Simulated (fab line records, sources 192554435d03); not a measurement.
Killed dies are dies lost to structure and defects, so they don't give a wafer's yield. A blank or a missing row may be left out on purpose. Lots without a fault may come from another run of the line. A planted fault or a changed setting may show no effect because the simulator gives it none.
Which tool did it? | flow n5_finfet | 9 lots, 27 wafers sampled, at 5 steps of a route of 1938

WHAT THE GAUGES READ, wafer by wafer
N5_BEOL_M12_THK_MEAS_01.
lot  | measured     | on            | M12_ILD_THK (nm)
L116 | day 11 10:17 | film_metro-02 | 655 669 656
L117 | day 11 22:59 | film_metro-02 | 662 661 677
L123 | day 12 23:30 | film_metro-01 | 657 662 654
L124 | day 13 15:13 | film_metro-02 | 669 666 667
L128 | day 13 21:53 | film_metro-02 | 658 664 666
L129 | day 14 01:28 | film_metro-01 | 648 656 670
L130 | day 14 17:49 | film_metro-01 | 670 657 667
L131 | day 15 11:55 | film_metro-02 | 737 743 750
L134 | day 15 17:42 | film_metro-02 | 659 747 764

WHICH TOOL RAN EACH LOT (tool, then ch and the chambers of the sampled wafers, then the start)
lot  | N5_BEOL_M11_STRIP_36               | N5_BEOL_M11_CURE_72           | N5_BEOL_M11_DEP_56              | N5_BEOL_M12_ILD_DEP_00
L116 | rie_diel-02 ch 1,2,3, day 11 05:58 | uv_cure-02 ch 0, day 11 06:23 | pecvd-04 ch 0,2, day 11 10:01   | pecvd-02 ch 1,2, day 11 10:09
L117 | rie_diel-03 ch 2,3, day 11 19:51   | uv_cure-03 ch 0, day 11 20:28 | pecvd-01 ch 1,2, day 11 22:43   | pecvd-01 ch 1,2, day 11 22:50
L123 | rie_diel-04 ch 2,3, day 12 18:25   | uv_cure-02 ch 0, day 12 19:31 | pecvd-04 ch 0,1,2, day 12 23:16 | pecvd-03 ch 0,1,2, day 12 23:25
L124 | rie_diel-03 ch 2,3, day 13 11:44   | uv_cure-03 ch 0, day 13 12:26 | pecvd-04 ch 0,1,2, day 13 14:59 | pecvd-02 ch 0,1,2, day 13 15:08
L128 | rie_diel-03 ch 0,2,3, day 13 18:54 | uv_cure-02 ch 0, day 13 19:20 | pecvd-04 ch 0,1,2, day 13 21:38 | pecvd-02 ch 0,1,2, day 13 21:46
L129 | rie_diel-02 ch 2,3, day 13 21:05   | uv_cure-02 ch 0, day 13 21:32 | pecvd-03 ch 1,2, day 14 01:12   | pecvd-01 ch 1,2, day 14 01:20
L130 | rie_diel-03 ch 1,2,3, day 14 11:16 | uv_cure-01 ch 0, day 14 11:58 | pecvd-04 ch 0,1,2, day 14 17:34 | pecvd-01 ch 0,1,2, day 14 17:44
L131 | rie_diel-04 ch 1,2, day 15 07:20   | uv_cure-02 ch 2, day 15 08:02 | pecvd-01 ch 1,2, day 15 11:39   | pecvd-01 ch 0,1, day 15 11:46
L134 | rie_diel-03 ch 0,1,2, day 15 14:35 | uv_cure-01 ch 2, day 15 15:03 | pecvd-01 ch 1,2, day 15 17:26   | pecvd-01 ch 0,1, day 15 17:34
- N5_BEOL_M11_STRIP_36: strips in N2/H2.
- N5_BEOL_M11_CURE_72: cures SiCOH lowk, time 120 s.
- N5_BEOL_M11_DEP_56: deposits SiCN from 3MS/NH3, target thk 30 nm, time 10.5 s.
- N5_BEOL_M12_ILD_DEP_00: deposits SiOC from DEMS/O2, target thk 658.92 nm, time 130.7 s.

WHAT THE TOOLS THEMSELVES READ (means of the sampled wafers that have a number; where no wafer has one, the mark that the record gives instead)
N5_BEOL_M11_STRIP_36.
lot  | tool        | drypump_motor_current_A (A) | oes_product_au (a.u.) | rf_vpp_V (V) | showerhead_plenum_p_Torr (Torr) | throttle_valve_pct (%)
L116 | rie_diel-02 | 5.7                         | 0.81                  | 58.6         | 2.48                            | 23.74
L117 | rie_diel-03 | 5.8                         | 0.72                  | 60.0         | 2.50                            | 23.75
L123 | rie_diel-04 | 6.0                         | 0.75                  | 58.6         | 2.57                            | 23.59
L124 | rie_diel-03 | 5.7                         | 0.70                  | 60.6         | 2.56                            | 23.67
L128 | rie_diel-03 | 5.8                         | 0.75                  | 59.7         | 2.50                            | 23.66
L129 | rie_diel-02 | 5.2                         | 0.72                  | 60.5         | 2.44                            | 23.99
L130 | rie_diel-03 | 5.7                         | 0.71                  | 57.1         | 2.52                            | 23.64
L131 | rie_diel-04 | 5.4                         | 0.84                  | 59.3         | 2.57                            | 23.60
L134 | rie_diel-03 | 5.9                         | 0.76                  | 57.5         | 2.46                            | 23.66

N5_BEOL_M11_CURE_72.
lot  | tool       | lamp_power_pct (%) | wafer_temp_C_max
L116 | uv_cure-02 | 52.25              | 371.1
L117 | uv_cure-03 | 52.36              | 371.9
L123 | uv_cure-02 | 52.34              | 371.0
L124 | uv_cure-03 | 52.26              | 371.9
L128 | uv_cure-02 | 52.30              | 371.3
L129 | uv_cure-02 | 52.31              | 371.2
L130 | uv_cure-01 | 52.32              | 373.0
L131 | uv_cure-02 | 52.34              | 371.2
L134 | uv_cure-01 | 52.26              | 372.2

N5_BEOL_M11_DEP_56.
lot  | tool     | showerhead_plenum_p_Torr (Torr) | throttle_valve_pct (%)
L116 | pecvd-04 | 4.153                           | 17.8
L117 | pecvd-01 | 4.135                           | 16.9
L123 | pecvd-04 | 4.163                           | 18.9
L124 | pecvd-04 | 4.157                           | 18.8
L128 | pecvd-04 | 4.163                           | 18.8
L129 | pecvd-03 | 4.150                           | 18.5
L130 | pecvd-04 | 4.163                           | 18.9
L131 | pecvd-01 | 4.138                           | 16.9
L134 | pecvd-01 | 4.136                           | 17.1

N5_BEOL_M12_ILD_DEP_00.
lot  | tool     | heater_power_w (W) | showerhead_plenum_p_Torr (Torr) | throttle_valve_pct (%)
L116 | pecvd-02 | 413                | 5.693                           | 11.7
L117 | pecvd-01 | 518                | 5.680                           | 11.2
L123 | pecvd-03 | 493                | 5.684                           | 12.6
L124 | pecvd-02 | 436                | 5.692                           | 11.8
L128 | pecvd-02 | 480                | 5.694                           | 11.8
L129 | pecvd-01 | 548                | 5.686                           | 11.0
L130 | pecvd-01 | 542                | 5.690                           | 11.7
L131 | pecvd-01 | 552                | 5.691                           | 11.5
L134 | pecvd-01 | 599                | 5.682                           | 11.5

THE ANSWER, worked out from the rows above alone
Rule: what is usual is taken from the lots themselves. Put in order of their means at a reading, lots are off if they are a third of the lots or fewer, leave a main group of 4 or more, and stand apart from it by a gap of 3 or more times the standard deviation of the main group's means; of several such gaps the widest counts. A main group whose means are all the same, to the digits that the tables above print for the reading, isn't used. A lot without any number at a reading at which 4 lots or more have one is off too. The other lots that the step has rows for count as sound. The gauges are gone through in route order, then the tools' own readings, and for those a lot's mean is taken as printed above. The first step at which some lot is off is used, and at that step the reading that is off furthest; a lot without a number counts as furthest.
Off: L131, L134, at N5_BEOL_M12_THK_MEAS_01 (M12_ILD_THK). The main group: mean 662 nm, standard deviation 3.7.
A tool fits if, at a process step before that reading, it ran every lot that is off, and no sound lot after the first of them. The gauges at N5_BEOL_M12_THK_MEAS_01 are tried like those tools. Can't be told from this: 2 tools fit, pecvd-01 at N5_BEOL_M11_DEP_56 and N5_BEOL_M12_ILD_DEP_00, film_metro-02 at N5_BEOL_M12_THK_MEAS_01.

WHAT THE SIMULATOR HAD PUT IN
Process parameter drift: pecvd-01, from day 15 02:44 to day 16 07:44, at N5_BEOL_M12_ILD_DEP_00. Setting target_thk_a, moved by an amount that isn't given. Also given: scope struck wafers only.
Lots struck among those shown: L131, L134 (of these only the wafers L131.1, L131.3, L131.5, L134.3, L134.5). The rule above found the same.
